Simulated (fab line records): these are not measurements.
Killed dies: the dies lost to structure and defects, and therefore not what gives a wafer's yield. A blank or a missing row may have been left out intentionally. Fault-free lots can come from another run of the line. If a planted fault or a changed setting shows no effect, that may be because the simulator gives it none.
2 desks looking at one fault -- flow n5-finfet -- each desk holds nothing but its own numbers, with what lay behind them at the end

## FROM THE METROLOGY DESK
Lot by lot, what the gauges showed, no matter which tool ran the lot: averages of those sampled wafers that carry a number. If a lot's mean is further than 4 standard deviations from the usual mean, the lot is out of limits and carries the mark OUT (the distance appears in the brackets). Shown are 7 of the 28 readings it has, namely the first that went out of limits plus those furthest out on some lot.
Columns: A = trench-depth-nm at N5_BEOL_M11_OCD_MEAS_38, usual 148.1 nm; B = M11_THK at N5_BEOL_M11_THK_MEAS_53, usual 139.9 nm; C = M11_RS at N5_BEOL_M11_RS_MEAS_57, usual 0.152 ohm/sq; D = COMB_M10 at N5_BEOL_M15_RC_MEAS_101, usual 1.5e-11 S/m; E = COMB_M5_max_site at N5_BEOL_M15_RC_MEAS_101, usual 5.3e-11 S/m; F = SERP_M11 at N5_BEOL_M15_RC_MEAS_101, usual 3.08 ohm/um; G = SERP_M11_max_site at N5_BEOL_M15_RC_MEAS_101, usual 3.17 ohm/um
lot,first seen here,A,B,C,D,E,F,G
L476,day 10 11:41,148.7,142.1,0.150,1.9e-11,4.5e-11,3.04,3.10
L477,day 10 15:16,148.1,140.2,0.153,1.4e-11,7.4e-11,3.11,3.17
L480,day 11 10:38,134.0 (-5.7) OUT,124.0 (-5.7) OUT,0.178 (+8.5) OUT,1.4e-11,5.6e-11,3.69 (+7.9) OUT,3.79 (+7.3) OUT
L483,day 12 00:31,127.6 (-8.2) OUT,118.5 (-7.6) OUT,0.188 (+12) OUT,1.4e-11,4.9e-11,3.79 (+9.3) OUT,4.04 (+10) OUT
L485,day 12 15:22,129.0 (-7.6) OUT,121.2 (-6.7) OUT,0.186 (+11) OUT,1.3e-11,5.7e-11,3.73 (+8.4) OUT,3.90 (+8.5) OUT
L494,day 15 23:56,148.6,141.0,0.151,1.3e-11,5.9e-11,3.09,3.16
L497,day 18 12:42,146.4,137.3,0.154,2.1e-11,5.7e-11,3.15,3.20
This desk's finding: out of limits on L480, L483, L485; first on L480, day 11 10:38 (trench-depth-nm at N5_BEOL_M11_OCD_MEAS_38). L476, L477, L494, L497 stayed within limits.

## FOR THE TOOL OWNER'S DESK: rie-diel-06
The tool's own readings at N5_BEOL_M11_TRENCH_ETCH_37 (etches SiCOH lowk in C4F6/O2, target depth 148.83 nm, time 48 s): means of the sampled wafers that have a number, for each lot that ran on this tool. If a lot's mean is further than 4 standard deviations from the usual mean, the lot is out of limits and carries the mark OUT (the distance appears in the brackets).
Columns: A = drypump-motor-current-A at N5_BEOL_M11_TRENCH_ETCH_37, usual 5.5 A; B = oes-product-au at N5_BEOL_M11_TRENCH_ETCH_37, usual 0.77 a.u.; C = rf-vpp-V at N5_BEOL_M11_TRENCH_ETCH_37, usual 665 V; D = run-length-s at N5_BEOL_M11_TRENCH_ETCH_37, usual 71.4 s; E = showerhead-plenum-p-Torr at N5_BEOL_M11_TRENCH_ETCH_37, usual 2.86 Torr; F = throttle-valve-pct at N5_BEOL_M11_TRENCH_ETCH_37, usual 20.99 %
lot,first seen here,A,B,C,D,E,F
L476,day 10 11:31,5.6,0.79,658,71.4,2.81,20.81
L477,day 10 15:05,5.4,0.72,662,70.8,2.86,21.05
L480,day 11 10:27,5.7,0.74,668,66.4 (-11) OUT,2.86,21.16
L483,day 12 00:20,5.3,0.84,664,64.2 (-15) OUT,2.82,20.82
L485,day 12 15:11,5.2,0.82,657,64.8 (-14) OUT,2.88,20.82
This desk's finding: out of limits on L480, L483, L485; first on L480, day 11 10:27 (run-length-s at N5_BEOL_M11_TRENCH_ETCH_37). L476, L477 stayed within limits.

## ALL TOGETHER
The tool owner's desk could have raised an alarm at day 11 10:27, on L480, L483, L485.
The metrology desk could have raised an alarm at day 11 10:38, on L480, L483, L485.
The lots listed all ran N5_BEOL_M11_TRENCH_ETCH_37 on rie-diel-06.

## WHAT HAD BEEN PUT IN BY THE SIMULATOR
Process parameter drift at N5_BEOL_M11_TRENCH_ETCH_37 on rie-diel-06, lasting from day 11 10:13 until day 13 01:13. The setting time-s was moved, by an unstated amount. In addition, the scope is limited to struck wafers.
Shown lots that were struck: L480, L483, L485.
Delay (hours) between the fault's onset and each desk's first out-of-limits reading: 0 at the tool owner's desk, 0 at the metrology desk.
